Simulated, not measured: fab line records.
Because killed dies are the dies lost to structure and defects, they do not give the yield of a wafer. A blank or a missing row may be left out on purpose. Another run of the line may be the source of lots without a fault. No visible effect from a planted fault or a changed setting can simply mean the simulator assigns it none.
Split-lot experiment || flow n5_finfet || 7 lots, 21 wafers read, on a route of 1938 steps

== ON THE SPLIT ==
At N5_MOL_CONTACT_COAG_ETCH_105 (etches SiARC in CF4, target depth 15.6 nm, time 26 s), the setting bias_w was moved away from the recipe's 36 W on 10 of the 21 wafers read, by -16.3% to +12.7%. For the rest of the wafers, this setting stayed at what the recipe calls for.

The reading comes from the split's own step.

== THE READING ==
rf_vpp_V, in V, at N5_MOL_CONTACT_COAG_ETCH_105 (etches SiARC in CF4, target depth 15.6 nm, time 26 s). A value of 184.3 V with a standard deviation of 1.2 V is what fault-free wafers of this fab line usually give.

{"wafer": "L074.1", "tool, chamber at the split": "rie_diel-05, 0", "bias_w as run, W": 36, "against the recipe": "recipe", "rf_vpp_V, V": 183.1, "against lot-mates on the recipe": "-"}
{"wafer": "L074.2", "tool, chamber at the split": "rie_diel-05, 3", "bias_w as run, W": 36, "against the recipe": "recipe", "rf_vpp_V, V": 183.4, "against lot-mates on the recipe": "-"}
{"wafer": "L074.5", "tool, chamber at the split": "rie_diel-05, 0", "bias_w as run, W": 36, "against the recipe": "recipe", "rf_vpp_V, V": 183.5, "against lot-mates on the recipe": "-"}
{"wafer": "L078.1", "tool, chamber at the split": "rie_diel-05, 1", "bias_w as run, W": 36, "against the recipe": "recipe", "rf_vpp_V, V": 183.6, "against lot-mates on the recipe": "-"}
{"wafer": "L078.3", "tool, chamber at the split": "rie_diel-05, 0", "bias_w as run, W": 30.14, "against the recipe": "-16.3%", "rf_vpp_V, V": 164.2, "against lot-mates on the recipe": -20.2}
{"wafer": "L078.6", "tool, chamber at the split": "rie_diel-05, 2", "bias_w as run, W": 36, "against the recipe": "recipe", "rf_vpp_V, V": 185.1, "against lot-mates on the recipe": "-"}
{"wafer": "L080.1", "tool, chamber at the split": "rie_diel-06, 1", "bias_w as run, W": 38.13, "against the recipe": "+5.9%", "rf_vpp_V, V": 192.3, "against lot-mates on the recipe": "+8.2"}
{"wafer": "L080.4", "tool, chamber at the split": "rie_diel-06, 2", "bias_w as run, W": 38.13, "against the recipe": "+5.9%", "rf_vpp_V, V": 193.6, "against lot-mates on the recipe": "+9.5"}
{"wafer": "L080.5", "tool, chamber at the split": "rie_diel-06, 3", "bias_w as run, W": 36, "against the recipe": "recipe", "rf_vpp_V, V": 184.1, "against lot-mates on the recipe": "-"}
{"wafer": "L083.3", "tool, chamber at the split": "rie_diel-05, 2", "bias_w as run, W": 36, "against the recipe": "recipe", "rf_vpp_V, V": 185.5, "against lot-mates on the recipe": "-"}
{"wafer": "L083.5", "tool, chamber at the split": "rie_diel-05, 1", "bias_w as run, W": 40.57, "against the recipe": "+12.7%", "rf_vpp_V, V": 198.1, "against lot-mates on the recipe": "+12.4"}
{"wafer": "L083.6", "tool, chamber at the split": "rie_diel-05, 2", "bias_w as run, W": 36, "against the recipe": "recipe", "rf_vpp_V, V": 185.8, "against lot-mates on the recipe": "-"}
{"wafer": "L085.1", "tool, chamber at the split": "rie_diel-05, 1", "bias_w as run, W": 38.63, "against the recipe": "+7.3%", "rf_vpp_V, V": 191.8, "against lot-mates on the recipe": "+9.7"}
{"wafer": "L085.5", "tool, chamber at the split": "rie_diel-05, 1", "bias_w as run, W": 36, "against the recipe": "recipe", "rf_vpp_V, V": 182.1, "against lot-mates on the recipe": "-"}
{"wafer": "L085.6", "tool, chamber at the split": "rie_diel-05, 3", "bias_w as run, W": 38.63, "against the recipe": "+7.3%", "rf_vpp_V, V": 193.6, "against lot-mates on the recipe": "+11.5"}
{"wafer": "L088.2", "tool, chamber at the split": "rie_diel-05, 0", "bias_w as run, W": 31.07, "against the recipe": "-13.7%", "rf_vpp_V, V": 166.7, "against lot-mates on the recipe": -17.5}
{"wafer": "L088.5", "tool, chamber at the split": "rie_diel-05, 1", "bias_w as run, W": 31.07, "against the recipe": "-13.7%", "rf_vpp_V, V": 166.0, "against lot-mates on the recipe": -18.2}
{"wafer": "L088.6", "tool, chamber at the split": "rie_diel-05, 2", "bias_w as run, W": 36, "against the recipe": "recipe", "rf_vpp_V, V": 184.2, "against lot-mates on the recipe": "-"}
{"wafer": "L097.1", "tool, chamber at the split": "rie_diel-05, 0", "bias_w as run, W": 39.16, "against the recipe": "+8.8%", "rf_vpp_V, V": 193.0, "against lot-mates on the recipe": "+9.3"}
{"wafer": "L097.2", "tool, chamber at the split": "rie_diel-05, 3", "bias_w as run, W": 36, "against the recipe": "recipe", "rf_vpp_V, V": 183.7, "against lot-mates on the recipe": "-"}
{"wafer": "L097.6", "tool, chamber at the split": "rie_diel-05, 3", "bias_w as run, W": 39.16, "against the recipe": "+8.8%", "rf_vpp_V, V": 193.6, "against lot-mates on the recipe": "+9.9"}

THE FIT
A straight line over all 21 wafers: rf_vpp_V changes by +1.22 V for each +1% of bias_w; r = +0.99; the points scatter about the line by 1.2 V.
The same after taking each lot's own level away (the mean of its wafers on the recipe; 21 wafers): +1.24 V for each +1%; r = +0.99; scatter 1.2 V.
According to that fit, moving bias_w by its largest amount changes the reading by 20 V.
Measured against the standard deviation above, the lots' own levels, which go from 182.10 to 185.65 V, span 3.0 times it.
The two slopes are in agreement: the lot-to-lot level therefore moves the slope only a little.
Check: for one of the wafers moved furthest among these (-16.3%), held out of the fit, the line's prediction against its lot-mates is -20.3 V. Against them it came out at -20.2 V.
Tool readings at the split's step, against how far the setting was moved: rf_vpp_V r = +0.99.

== THE OTHER SPLITS THESE WAFERS WENT THROUGH ==
Other splits were also applied to these wafers ahead of the reading. Each is held against what the fit with the lots' levels taken away leaves over:
{"other split on the same wafers": "N5_MOL_CONTACT_COAG_COAT_58 spin_rpm", "wafers away from the commonest value": 10, "r with rf_vpp_V (lot level and that fit taken away)": "+0.06"}

== THE FILE'S OWN FIT ==
rf_vpp_V changes by +1.21 V for each +1% of bias_w, r = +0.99.
